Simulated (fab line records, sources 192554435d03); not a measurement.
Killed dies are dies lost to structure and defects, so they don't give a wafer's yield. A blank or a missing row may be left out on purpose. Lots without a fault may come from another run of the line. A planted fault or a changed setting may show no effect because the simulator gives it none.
Which tool did it? | flow n5_finfet | 24 lots, 72 wafers sampled, at 5 steps of a route of 1938

WHAT THE GAUGES READ, wafer by wafer
N5_BEOL_M9_OCD_MEAS_38. Usual: trench_depth_nm 150 nm, standard deviation 4.1.
lot  | measured     | on     | trench_depth_nm (nm) | flag
L074 | day 9 11:37  | ocd-02 | 152 155 148          |
L075 | day 9 18:13  | ocd-01 | 142 150 154          |
L076 | day 9 22:49  | ocd-01 | 154 150 145          |
L078 | day 10 07:31 | ocd-01 | 148 151 152          |
L077 | day 10 08:01 | ocd-01 | 154 143 153          |
L079 | day 10 23:52 | ocd-01 | 152 153 142          |
L080 | day 11 03:01 | ocd-02 | 152 151 143          |
L081 | day 11 12:05 | ocd-01 | 149 152 148          |
L083 | day 12 01:29 | ocd-01 | 149 152 147          |
L082 | day 12 01:55 | ocd-01 | 148 149 154          |
L085 | day 12 05:18 | ocd-01 | 154 151 148          |
L084 | day 12 08:55 | ocd-01 | 150 151 148          |
L086 | day 12 22:10 | ocd-01 | 150 153 153          |
L087 | day 13 01:23 | ocd-02 | 154 152 144          |
L088 | day 13 01:43 | ocd-02 | 150 154 156          |
L089 | day 13 03:09 | ocd-02 | 151 156 154          |
L090 | day 13 16:50 | ocd-02 | 143 160 143          |
L091 | day 13 19:23 | ocd-01 | 153 151 154          |
L092 | day 14 01:29 | ocd-02 | 160 151 142          |
L095 | day 14 23:26 | ocd-01 | 148 148 149          |
L093 | day 14 23:28 | ocd-02 | 152 143 159          |
L094 | day 14 23:48 | ocd-01 | 151 149 146          |
L096 | day 15 12:40 | ocd-02 | 143 152 152          |
L097 | day 15 15:20 | ocd-01 | 150 156 154          |

N5_BEOL_M9_RS_MEAS_57: measures by four-point-probe. Usual: M9_RS 0.153 ohm/sq, standard deviation 0.0053.
lot  | measured     | on            | M9_RS (ohm/sq)    | flag
L074 | day 9 13:51  | film_metro-02 | 0.153 0.146 0.158 |
L075 | day 9 20:42  | film_metro-01 | 0.164 0.153 0.148 |
L076 | day 10 01:04 | film_metro-01 | 0.147 0.153 0.160 |
L078 | day 10 09:49 | film_metro-02 | 0.154 0.151 0.150 |
L077 | day 10 10:29 | film_metro-02 | 0.152 0.159 0.151 |
L079 | day 11 02:11 | film_metro-02 | 0.151 0.149 0.163 |
L080 | day 11 05:35 | film_metro-01 | 0.151 0.152 0.163 |
L081 | day 11 14:11 | film_metro-01 | 0.154 0.155 0.157 |
L083 | day 12 03:55 | film_metro-01 | 0.154 0.150 0.155 |
L082 | day 12 04:27 | film_metro-02 | 0.158 0.154 0.149 |
L085 | day 12 09:38 | film_metro-02 | 0.147 0.150 0.153 |
L084 | day 12 11:30 | film_metro-02 | 0.155 0.152 0.156 |
L086 | day 13 00:46 | film_metro-02 | 0.150 0.150 0.150 |
L087 | day 13 03:58 | film_metro-02 | 0.147 0.150 0.161 |
L088 | day 13 04:25 | film_metro-02 | 0.154 0.150 0.145 |
L089 | day 13 07:02 | film_metro-02 | 0.156 0.145 0.148 |
L090 | day 13 20:06 | film_metro-01 | 0.158 0.140 0.160 |
L091 | day 13 23:37 | film_metro-01 | 0.150 0.150 0.148 |
L092 | day 14 06:15 | film_metro-02 | 0.139 0.152 0.163 |
L095 | day 15 01:43 | film_metro-01 | 0.156 0.155 0.153 |
L093 | day 15 01:58 | film_metro-01 | 0.149 0.163 0.141 |
L094 | day 15 02:10 | film_metro-01 | 0.150 0.157 0.157 |
L096 | day 15 15:14 | film_metro-02 | 0.162 0.150 0.149 |
L097 | day 15 18:06 | film_metro-02 | 0.151 0.146 0.147 |

N5_BEOL_M10_THK_MEAS_01. Usual: M10_ILD_THK 265 nm, standard deviation 3.3.
lot  | measured     | on            | M10_ILD_THK (nm) | flag
L074 | day 9 14:32  | film_metro-02 | 261 264 261      |
L075 | day 9 21:21  | film_metro-02 | 264 269 269      |
L076 | day 10 02:07 | film_metro-02 | 262 271 272      |
L078 | day 10 10:38 | film_metro-01 | 261 269 267      |
L077 | day 10 11:16 | film_metro-02 | 265 267 264      |
L079 | day 11 02:50 | film_metro-01 | 265 264 263      |
L080 | day 11 06:14 | film_metro-02 | 261 267 266      |
L081 | day 11 15:19 | film_metro-01 | 263 268 267      |
L083 | day 12 04:56 | film_metro-01 | 258 259 265      |
L082 | day 12 05:25 | film_metro-01 | 259 261 264      |
L085 | day 12 10:18 | film_metro-01 | 261 259 267      |
L084 | day 12 12:46 | film_metro-02 | 266 263 268      |
L086 | day 13 01:25 | film_metro-02 | 262 262 264      |
L087 | day 13 04:37 | film_metro-02 | 263 267 265      |
L088 | day 13 05:04 | film_metro-01 | 262 268 265      |
L089 | day 13 07:41 | film_metro-01 | 266 264 267      |
L090 | day 13 21:02 | film_metro-02 | 257 267 269      |
L091 | day 14 00:47 | film_metro-01 | 264 266 271      |
L092 | day 14 06:58 | film_metro-02 | 263 266 267      |
L095 | day 15 02:23 | film_metro-01 | 267 270 269      |
L093 | day 15 02:38 | film_metro-02 | 265 265 267      |
L094 | day 15 02:49 | film_metro-02 | 263 264 268      |
L096 | day 15 16:02 | film_metro-02 | 266 259 268      |
L097 | day 15 18:45 | film_metro-01 | 261 264 270      |

WHICH TOOL RAN EACH LOT (tool, then ch and the chambers of the sampled wafers, then the start)
lot  | N5_BEOL_M9_CURE_72            | N5_BEOL_M9_PRE_CLEAN_45
L074 | uv_cure-03 ch 1, day 9 11:53  | pvd_sputter-03, day 9 12:16
L075 | uv_cure-02 ch 2, day 9 18:28  | pvd_sputter-02, day 9 19:04
L076 | uv_cure-03 ch 1, day 9 23:03  | pvd_sputter-03, day 9 23:22
L078 | uv_cure-03 ch 2, day 10 07:43 | pvd_sputter-01, day 10 08:10
L077 | uv_cure-03 ch 2, day 10 08:13 | pvd_sputter-01, day 10 08:41
L079 | uv_cure-02 ch 2, day 11 00:03 | pvd_sputter-01, day 11 00:27
L080 | uv_cure-03 ch 2, day 11 03:16 | pvd_sputter-03, day 11 03:41
L081 | uv_cure-01 ch 2, day 11 12:17 | pvd_sputter-03, day 11 12:39
L083 | uv_cure-03 ch 2, day 12 01:41 | pvd_sputter-01, day 12 02:13
L082 | uv_cure-03 ch 1, day 12 02:07 | pvd_sputter-03, day 12 02:43
L085 | uv_cure-01 ch 0, day 12 05:39 | pvd_sputter-02, day 12 06:20
L084 | uv_cure-01 ch 1, day 12 09:07 | pvd_sputter-02, day 12 09:58
L086 | uv_cure-02 ch 0, day 12 22:22 | pvd_sputter-02, day 12 22:49
L087 | uv_cure-02 ch 0, day 13 01:35 | pvd_sputter-01, day 13 02:04
L088 | uv_cure-03 ch 1, day 13 02:01 | pvd_sputter-01, day 13 02:25
L089 | uv_cure-03 ch 0, day 13 03:21 | pvd_sputter-02, day 13 03:43
L090 | uv_cure-01 ch 0, day 13 17:05 | pvd_sputter-02, day 13 18:08
L091 | uv_cure-03 ch 0, day 13 19:35 | pvd_sputter-01, day 13 22:01
L092 | uv_cure-01 ch 2, day 14 01:41 | pvd_sputter-02, day 14 02:21
L095 | uv_cure-02 ch 0, day 14 23:37 | pvd_sputter-03, day 15 00:02
L093 | uv_cure-03 ch 1, day 14 23:40 | pvd_sputter-03, day 15 00:07
L094 | uv_cure-02 ch 2, day 15 00:03 | pvd_sputter-03, day 15 00:33
L096 | uv_cure-01 ch 2, day 15 12:55 | pvd_sputter-02, day 15 13:18
L097 | uv_cure-01 ch 0, day 15 15:32 | pvd_sputter-01, day 15 15:56
- N5_BEOL_M9_CURE_72: cures SiCOH lowk, time 120 s.
- N5_BEOL_M9_PRE_CLEAN_45: time 30 s.

WHAT THE TOOLS THEMSELVES READ (means of the sampled wafers that have a number; where no wafer has one, the mark that the record gives instead)
N5_BEOL_M9_CURE_72. Usual: lamp_power_pct 52.32 %, standard deviation 0.05; wafer_temp_C_max 371.9, standard deviation 0.72.
lot  | tool       | lamp_power_pct (%) | wafer_temp_C_max | flag
L074 | uv_cure-03 | 52.28              | 371.3            |
L075 | uv_cure-02 | 52.37              | 371.7            |
L076 | uv_cure-03 | 52.33              | 371.0            |
L078 | uv_cure-03 | 52.31              | 372.3            |
L077 | uv_cure-03 | 52.35              | 372.3            |
L079 | uv_cure-02 | 52.26              | 371.5            |
L080 | uv_cure-03 | 52.29              | 372.2            |
L081 | uv_cure-01 | 52.33              | 372.6            |
L083 | uv_cure-03 | 52.29              | 371.8            |
L082 | uv_cure-03 | 52.31              | 371.4            |
L085 | uv_cure-01 | 52.34              | 371.8            |
L084 | uv_cure-01 | 52.31              | 371.7            |
L086 | uv_cure-02 | 52.34              | 372.7            |
L087 | uv_cure-02 | 52.35              | 373.2            |
L088 | uv_cure-03 | 52.31              | 370.9            |
L089 | uv_cure-03 | 52.35              | 371.6            |
L090 | uv_cure-01 | 52.28              | 371.7            |
L091 | uv_cure-03 | 52.28              | 371.7            |
L092 | uv_cure-01 | 52.31              | 372.1            |
L095 | uv_cure-02 | 52.31              | 372.8            |
L093 | uv_cure-03 | 52.32              | 370.8            |
L094 | uv_cure-02 | 52.33              | 371.7            |
L096 | uv_cure-01 | 52.33              | 372.5            |
L097 | uv_cure-01 | 52.29              | 371.6            |

N5_BEOL_M9_PRE_CLEAN_45. Usual: heater_power_w 333 W, standard deviation 31.
lot  | tool           | heater_power_w (W) | flag
L074 | pvd_sputter-03 | 320                |
L075 | pvd_sputter-02 | 315                |
L076 | pvd_sputter-03 | 322                |
L078 | pvd_sputter-01 | 338                |
L077 | pvd_sputter-01 | 349                |
L079 | pvd_sputter-01 | 334                |
L080 | pvd_sputter-03 | 324                |
L081 | pvd_sputter-03 | 333                |
L083 | pvd_sputter-01 | 358                |
L082 | pvd_sputter-03 | 313                |
L085 | pvd_sputter-02 | 329                |
L084 | pvd_sputter-02 | 334                |
L086 | pvd_sputter-02 | 311                |
L087 | pvd_sputter-01 | 345                |
L088 | pvd_sputter-01 | 341                |
L089 | pvd_sputter-02 | 329                |
L090 | pvd_sputter-02 | 340                |
L091 | pvd_sputter-01 | 336                |
L092 | pvd_sputter-02 | 333                |
L095 | pvd_sputter-03 | 320                |
L093 | pvd_sputter-03 | 320                |
L094 | pvd_sputter-03 | 309                |
L096 | pvd_sputter-02 | 337                |
L097 | pvd_sputter-01 | 355                |

THE ANSWER, worked out from the rows above alone
Rule: a lot is off if the mean of its wafers that have a number lies more than 3 standard deviations from the usual mean. A lot without any number at a reading at which 4 lots or more have one is off too. The other lots that the step has rows for count as sound. The gauges are gone through in route order, then the tools' own readings, and for those a lot's mean is taken as printed above. The first step at which some lot is off is used, and at that step the reading that is off furthest; a lot without a number counts as furthest.
No lot is off at any reading shown: from this, nothing can be told.

WHAT THE SIMULATOR HAD PUT IN
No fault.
